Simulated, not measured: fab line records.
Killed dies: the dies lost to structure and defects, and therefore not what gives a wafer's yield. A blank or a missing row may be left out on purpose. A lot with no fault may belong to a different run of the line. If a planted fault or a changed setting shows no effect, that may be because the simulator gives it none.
Problem report, 8D (eight disciplines) form, completed by code -- flow nand harc -- the parts of the form that need people (team, actions taken, sign-off) are left out

1. THE ISSUE
Wafers without a fault read 406, standard deviation 130; raw defect count at NHARC_A_WL_FILL_INSPECT_15 reads a mean of 1474 on 6 wafers belonging to 2 lots. Relative to the usual mean, that is a shift of +8.2 standard deviations.
The first sign was on wafer L409.1 at day 20 01:25, on defect inspect-01. Wafers with a number at this step in the record: 36, from 12 lots. Rule for "out", or "out of limits": more than 4 standard deviations from the usual mean. The other wafers with a number count as sound.

2. WHAT IT IS AND WHAT IT IS NOT
question,is,is not
which readings at this step,raw defect count,-
which lots,"L409, L411","L396, L398, L401, L403, L404, L405, L410, L417, L418, L419"
which wafers of those lots,all that have a number,-
read on which gauges,defect inspect-01,defect inspect-02
when,from day 20 01:25,"up to then (21 sound wafers); but 9 sound wafers of L417, L418, L419 came after"

3. SUSPECTS, AND WHAT RULES EACH OUT
Counting: a tool stays on the suspect list if, at a process step up to the reading, it processed all lots that are out and no sound lot following the first of them.
- the gauge at NHARC_A_WL_FILL_INSPECT_15: kept. All the wafers that are out were read on defect inspect-01, and no step on other tools shows them out.
- cmp-01 at NHARC_A_WL_FILL_CMP_12 (polishes, t overpolish 30 s, target thk 75 nm): kept. All lots that are out passed through it, beginning with L409 at day 20 00:58, and no sound lot followed; its final sound lot before that point was L405 at day 18 15:36.
Remaining after the count are cmp-01 at NHARC_A_WL_FILL_CMP_12 and defect inspect-01 at NHARC_A_WL_FILL_INSPECT_15.

4. THE CAUSE (what the simulator had put in)
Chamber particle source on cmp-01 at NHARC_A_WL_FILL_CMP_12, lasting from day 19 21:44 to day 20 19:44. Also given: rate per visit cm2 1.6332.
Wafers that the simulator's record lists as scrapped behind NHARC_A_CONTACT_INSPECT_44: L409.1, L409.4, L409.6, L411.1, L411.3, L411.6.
This tool is one of the 2 suspects left after counting.

5. THE CHAIN OF EFFECTS, in route order
Rows list readings where the struck wafers' mean (over those with a number) sits beyond 3 standard deviations from the usual. Scope: only readings with a usual standard deviation given in the record; hours: median across lots of the time from each lot's start at the first step in this table that gives one to its start at this step; sigmas: change in usual standard deviations.
hours,step,reading,usual,on struck wafers,change,sigmas
0,NHARC_A_WL_FILL_INSPECT_15,raw defect count,406,1474,+1068,+8.2

6. WHAT WOULD HAVE CAUGHT IT SOONER
In this record the first reading out of limits at a measuring or inspecting step was taken at day 20 01:25, 4 hours after the fault began at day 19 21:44.
No tool reading at NHARC_A_WL_FILL_CMP_12 that has a usual standard deviation in the record was out on any struck wafer, so an alarm limit of 4 standard deviations on those readings would not have fired.
Of the lots that are out (2), L411 began NHARC_A_WL_FILL_CMP_12 on cmp-01 after day 20 01:25. It would have been spared by a hold on the tool at that moment.
